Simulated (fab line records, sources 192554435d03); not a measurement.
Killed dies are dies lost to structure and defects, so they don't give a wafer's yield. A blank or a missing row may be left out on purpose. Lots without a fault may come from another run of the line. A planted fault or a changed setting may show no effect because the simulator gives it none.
Chamber matching | flow n5_finfet | N5_BEOL_M8_STRIP_67 on rie_diel-03: 4 sister chambers
The step strips in CF4. 8 wafers are shown with their chamber, then 11 later ones without.

WAFERS WITH THEIR CHAMBER
wafer  | chamber | showerhead_plenum_p_Torr (Torr) | throttle_valve_pct (%)
L086.3 | 2       | 1.70                            | 13.63
L084.5 | 3       | 1.76                            | 13.40
L091.1 | 2       | 1.69                            | 13.67
L091.5 | 0       | 1.76                            | 13.12
L090.3 | 1       | 1.83                            | 13.69
L090.5 | 0       | 1.76                            | 13.08
L090.6 | 1       | 1.83                            | 13.69
L092.1 | 3       | 1.76                            | 13.43

WAFERS WITHOUT THEIR CHAMBER
wafer  | showerhead_plenum_p_Torr (Torr) | throttle_valve_pct (%)
L092.2 | 1.75                            | 13.13
L092.3 | 1.69                            | 13.68
L092.4 | 1.75                            | 13.13
L092.5 | 1.69                            | 13.68
L092.6 | 1.76                            | 13.46
L096.1 | 1.75                            | 13.49
L096.5 | 1.75                            | 13.16
L096.6 | 1.83                            | 13.17
L097.1 | 1.75                            | 13.48
L097.3 | 1.83                            | 13.17
L097.5 | 1.75                            | 13.48

WHICH CHAMBER EACH WENT THROUGH
wafer  | from the rows above | in truth
L092.2 | 0                   | 0
L092.3 | 2                   | 2
L092.4 | 0                   | 0
L092.5 | 2                   | 2
L092.6 | 3                   | 3
L096.1 | 3                   | 3
L096.5 | 0                   | 0
L096.6 | 0                   | 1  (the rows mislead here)
L097.1 | 3                   | 3
L097.3 | 0                   | 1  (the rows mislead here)
L097.5 | 3                   | 3
Placed correctly: 9 of 11. Can't be placed from these rows: 0. Placed wrongly: 2.
How it was worked out, from the rows above alone: a wafer's distance from a chamber is the root of the sum, over the readings, of the square of ((its reading less the chamber's mean) divided by the reading's scatter). The wafer belongs to the nearest chamber; if the next one is less than 2 further off, it can't be placed. A chamber's mean is the mean of its shown wafers. The scatter: the root of (the sum of the squares of (reading less its chamber's mean) over the shown wafers, divided by (wafers less chambers)).
